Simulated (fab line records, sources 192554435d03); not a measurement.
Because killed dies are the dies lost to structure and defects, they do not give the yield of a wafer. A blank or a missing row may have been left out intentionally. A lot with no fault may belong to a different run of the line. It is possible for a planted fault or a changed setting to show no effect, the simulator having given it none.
Split-lot trial    flow n5Finfet    7 lots, 21 wafers read, on a route of 1938 steps

== ON THE SPLIT ==
At N5_MOL_CONTACT_COAG_CONTACT_ETCH_14 (etches SiO2 in C4F6/O2, target depth 27.5 nm, overetch 8.5 nm, time 20 s), the setting sourceW was moved away from the recipe's 370 W on 7 of the 21 wafers read, by -17.6% to +15.5%. This setting was run at the recipe's value on the other wafers.

The reading comes from the split's own step.

== THE READING ==
rfVppV, in V, at N5_MOL_CONTACT_COAG_CONTACT_ETCH_14 (etches SiO2 in C4F6/O2, target depth 27.5 nm, overetch 8.5 nm, time 20 s). Fault-free wafers of this fab line usually give 694 V, standard deviation 3.2 V.

wafer   tool, chamber at the split  sourceW as run, W  against the recipe  rfVppV, V  against lot-mates on the recipe
L077.2  rieDiel-01, 1               370                recipe              694        -
L077.4  rieDiel-01, 0               370                recipe              693        -
L077.6  rieDiel-01, 3               427.2              +15.5%              667        -26
L074.3  rieDiel-03, 2               370                recipe              692        -
L074.4  rieDiel-03, 0               370                recipe              697        -
L074.6  rieDiel-03, 2               370                recipe              694        -
L079.4  rieDiel-01, 2               370                recipe              695        -
L079.5  rieDiel-01, 0               370                recipe              694        -
L079.6  rieDiel-01, 3               370                recipe              697        -
L082.1  rieDiel-01, 1               370                recipe              695        -
L082.5  rieDiel-01, 2               396.5              +7.2%               680        -15
L082.6  rieDiel-01, 3               396.5              +7.2%               683        -12
L085.3  rieDiel-01, 0               343.7              -7.1%               716        +22
L085.4  rieDiel-01, 1               370                recipe              695        -
L085.6  rieDiel-01, 0               370                recipe              694        -
L087.4  rieDiel-03, 3               401.7              +8.6%               663        -29
L087.5  rieDiel-03, 0               370                recipe              698        -
L087.6  rieDiel-03, 3               370                recipe              686        -
L092.1  rieDiel-05, 1               370                recipe              689        -
L092.4  rieDiel-05, 0               304.7              -17.6%              734        +45
L092.5  rieDiel-05, 3               304.7              -17.6%              744        +55

FIT RESULTS
A straight line over all 21 wafers: rfVppV changes by -2.39 V for each +1% of sourceW; r = -0.96; the points scatter about the line by 5 V.
The same after taking each lot's own level away (the mean of its wafers on the recipe; 21 wafers): -2.54 V for each +1%; r = -0.97; scatter 4.8 V.
That fit puts the effect of the largest move of sourceW on the reading at 45 V.
The lots' own levels span 689.0 to 695.3 V, that is 2.0 times the standard deviation above.
The two slopes agree, so the slope changes little with the lot-to-lot level.
Check: +46.8 V against its lot-mates is what the line predicts for one of the wafers moved furthest among these (-17.6%) when that wafer is left out of the fit. It came out at +45 V against them.
Tool readings at the split's step, against how far the setting was moved: rfVppV r = -0.96.

== THE OTHER SPLITS THESE WAFERS WENT THROUGH ==
These wafers also went through other splits before the reading. Each is held against what the fit with the lots' levels taken away leaves over:
other split on the same wafers     wafers away from the commonest value  r with rfVppV (lot level and that fit taken away)
N5_DUMMY_GATE_COAT_34 spinRpm      8                                     -0.32
N5_SD_EPI_N_ETCH_16 targetDepthA   8                                     -0.13
N5_SD_EPI_N_EPI_21 epiGrowthTimeS  6                                     -0.39
N5_HKMG_FIN_ETCH_35 sourceW        10                                    -0.13

== THE FILE'S OWN FIT ==
rfVppV changes by -2.48 V for each +1% of sourceW, r = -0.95.
